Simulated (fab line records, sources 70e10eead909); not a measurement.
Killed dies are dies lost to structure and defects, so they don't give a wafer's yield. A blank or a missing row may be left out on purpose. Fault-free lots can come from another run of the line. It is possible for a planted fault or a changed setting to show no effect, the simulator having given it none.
The tool behind it: which one? -- flow nand harc -- 11 lots with 33 wafers sampled at 7 steps, on a route of 1159 steps

## WHAT EACH GAUGE READ, for each wafer
NHARC_P_ZERO_WELL_CD_MEAS_11 targets a cd of 500 nm.
lot,measured,on,cd nm (nm)
L282,day 1 19:15,cd sem-02,500.1 498.2 500.9
L286,day 2 19:08,cd sem-02,500.6 501.0 499.3
L287,day 3 01:16,cd sem-03,498.5 499.0 499.0
L290,day 3 19:15,cd sem-02,498.3 498.3 497.1
L292,day 4 07:14,cd sem-01,501.2 499.0 501.2
L294,day 4 19:08,cd sem-03,500.2 499.4 499.5
L296,day 5 07:09,cd sem-02,500.7 502.4 502.2
L297,day 5 13:15,cd sem-03,497.1 498.9 498.8
L300,day 6 07:07,cd sem-01,500.9 501.3 498.5
L302,day 6 19:15,cd sem-02,498.7 499.4 496.7
L304,day 7 07:07,cd sem-02,497.3 500.0 498.1

NHARC_P_ZERO_WELL_INSPECT_43.
lot,measured,on,raw defect count
L282,day 2 01:27,defect inspect-02,14 23 11
L286,day 3 01:31,defect inspect-02,14 16 13
L287,day 3 07:44,defect inspect-01,11 14 8
L290,day 4 01:31,defect inspect-02,953 933 962
L292,day 4 14:16,defect inspect-01,996 931 924
L294,day 5 02:07,defect inspect-02,15 10 13
L296,day 5 13:29,defect inspect-01,15 9 15
L297,day 5 19:20,defect inspect-01,18 5 15
L300,day 6 13:22,defect inspect-01,9 17 19
L302,day 7 01:41,defect inspect-02,10 8 14
L304,day 7 13:23,defect inspect-02,7 10 3

NHARC_P_STI_INSPECT_11.
lot,measured,on,raw defect count
L282,day 2 16:53,defect inspect-01,6 5 3
L286,day 3 14:06,defect inspect-02,4 1 4
L287,day 3 23:24,defect inspect-02,13 5 10
L290,day 4 18:34,defect inspect-01,958 924 940
L292,day 5 08:28,defect inspect-02,962 898 916
L294,day 5 18:26,defect inspect-02,5 3 3
L296,day 6 02:49,defect inspect-02,7 7 4
L297,day 6 14:50,defect inspect-02,5 6 2
L300,day 7 01:45,defect inspect-01,0 3 1
L302,day 7 17:19,defect inspect-01,4 5 8
L304,day 8 04:52,defect inspect-01,7 8 7

NHARC_END_SORT_01.
lot,measured,on,killed at array,killed at other,killed at periphery,killed dies,killed open,killed short
L290,day 21 09:07,prober-02,26 16 29,0 0 0,88 56 102,114 72 131,3 7 2,3 1 1
L292,day 22 08:41,prober-02,21 27 39,0 1 0,96 56 101,117 84 140,4 7 4,0 1 2
L296,day 22 23:41,prober-02,45 34 47,0 0 0,6 10 7,51 44 54,2 0 2,2 1 4

## WHAT TOOL EACH LOT RAN ON (gives the tool, then ch and the chambers of the sampled wafers, and finally the start)
lot,NHARC_P_ZERO_WELL_ETCH_63,NHARC_P_ZERO_WELL_PRECLEAN_68,NHARC_P_GATE_DESCUM_48
L282,"rie si-02 ch 0,1,2, day 1 19:40","wet bench-09 ch 1,3,6, day 2 00:22","rie diel-04 ch 0,2, day 5 01:55"
L286,"rie si-06 ch 2,3, day 2 19:33","wet bench-01 ch 0,5,7, day 3 00:23","rie diel-02 ch 0,1,2, day 6 07:22"
L287,"rie si-03 ch 0,3, day 3 01:41","wet bench-09 ch 0,3,7, day 3 06:38","rie diel-12 ch 2,3, day 6 14:48"
L290,"rie si-06 ch 0,1,3, day 3 19:41","wet bench-09 ch 2,3,7, day 4 00:28","rie diel-12 ch 0,1,2, day 7 09:04"
L292,"rie si-02 ch 1,2, day 4 07:40","wet bench-09 ch 2,3,4, day 4 12:34","rie diel-12 ch 0,3, day 8 13:53"
L294,"rie si-03 ch 0,1,2, day 4 20:08","wet bench-02 ch 2,3,6, day 5 01:02","rie diel-04 ch 1,2,3, day 8 12:54"
L296,"rie si-02 ch 2,3, day 5 07:34","wet bench-02 ch 2,6,7, day 5 12:18","rie diel-02 ch 1,2, day 8 23:01"
L297,"rie si-06 ch 1,2,3, day 5 13:40","wet bench-02 ch 1,2,7, day 5 18:17","rie diel-04 ch 2,3, day 9 09:12"
L300,"rie si-03 ch 0,1,2, day 6 07:32","wet bench-01 ch 0,1,4, day 6 12:17","rie diel-12 ch 1,3, day 9 19:32"
L302,"rie si-03 ch 0,2,3, day 6 19:40","wet bench-02 ch 0,2,4, day 7 00:37","rie diel-04 ch 0,2,3, day 10 05:33"
L304,"rie si-06 ch 0,2,3, day 7 07:32","wet bench-09 ch 2,4,7, day 7 12:19","rie diel-02 ch 1,2,3, day 10 22:20"
- NHARC_P_ZERO_WELL_ETCH_63: etches the open film in HBr/Cl2, target depth 120 nm, time 40.1 s.
- NHARC_P_ZERO_WELL_PRECLEAN_68: cleans in SC1, time 60 s.
- NHARC_P_GATE_DESCUM_48: chemistry O2, time 3 s.

## WHAT THE TOOLS THEMSELVES READ (means of the sampled wafers that have a number; where no wafer has one, the mark that the record gives instead)
NHARC_P_ZERO_WELL_ETCH_63.
lot,tool,drypump motor current A (A),oes product au (a.u.),rf fwd power W (W),throttle valve pct (%)
L282,rie si-02,6.0,0.999,395.3,26.408
L286,rie si-06,5.6,0.995,396.5,26.406
L287,rie si-03,6.1,0.994,392.9,26.415
L290,rie si-06,6.0,0.997,395.3,26.406
L292,rie si-02,5.8,1.003,396.0,26.406
L294,rie si-03,6.1,1.002,394.1,26.405
L296,rie si-02,5.6,1.000,395.4,26.391
L297,rie si-06,5.7,1.003,394.1,26.401
L300,rie si-03,6.1,0.992,394.6,26.405
L302,rie si-03,6.1,0.997,392.8,26.413
L304,rie si-06,5.9,0.998,395.4,26.405

NHARC_P_ZERO_WELL_PRECLEAN_68.
lot,tool,diw flow mL min,nh4oh flow mL min
L282,wet bench-09,1415,28.27
L286,wet bench-01,1416,28.33
L287,wet bench-09,1417,28.34
L290,wet bench-09,1411,28.32
L292,wet bench-09,1417,28.40
L294,wet bench-02,1418,28.24
L296,wet bench-02,1413,28.24
L297,wet bench-02,1413,28.27
L300,wet bench-01,1418,28.27
L302,wet bench-02,1416,28.25
L304,wet bench-09,1415,28.20

NHARC_P_GATE_DESCUM_48.
lot,tool,drypump motor current A (A),oes product au (a.u.),rf vpp V (V),showerhead plenum p Torr (Torr),throttle valve pct (%)
L282,rie diel-04,5.3,0.999,57.9,1.90,11.295
L286,rie diel-02,5.9,0.992,58.4,1.99,11.314
L287,rie diel-12,5.6,1.006,57.6,1.85,11.311
L290,rie diel-12,5.7,1.009,59.3,1.93,11.308
L292,rie diel-12,5.5,1.007,58.5,1.96,11.310
L294,rie diel-04,5.4,0.999,57.7,2.00,11.314
L296,rie diel-02,5.9,0.996,57.2,1.94,11.311
L297,rie diel-04,5.5,1.010,58.2,1.97,11.307
L300,rie diel-12,5.7,1.000,57.2,1.89,11.309
L302,rie diel-04,5.4,1.010,57.5,1.92,11.305
L304,rie diel-02,5.6,0.991,57.2,1.94,11.318

## THE ANSWER, worked out from the rows above alone
Rule: what is usual is taken from the lots themselves. The widest of any qualifying gaps counts: lots, ordered by their means at a reading, are off when they make up no more than a third of the lots, leave a main group of 4 or more, and stand apart from it by 3 or more times the standard deviation of that group's means. A main group whose means are all the same, to the digits that the tables above print for the reading, isn't used. Also off: a lot with no number at a reading for which 4 or more lots have one. Where the step has rows for the other lots, those lots are counted as sound. First the gauges in route order, then the tools' own readings, where a lot's mean is used as printed above. At the first step where some lot is off, the reading lying furthest off is the one used; lots without a number count as furthest.
Off at NHARC_P_ZERO_WELL_INSPECT_43 (raw defect count): L290, L292. Main group: mean 12, sd 2.6.
If a tool, at a process step before that reading, ran all the lots that are off and no sound lot after the first of them, it fits. Gauges at NHARC_P_ZERO_WELL_INSPECT_43: tried the same way as those tools. None of those tried fits.

## WHAT THE SIMULATOR PUT IN
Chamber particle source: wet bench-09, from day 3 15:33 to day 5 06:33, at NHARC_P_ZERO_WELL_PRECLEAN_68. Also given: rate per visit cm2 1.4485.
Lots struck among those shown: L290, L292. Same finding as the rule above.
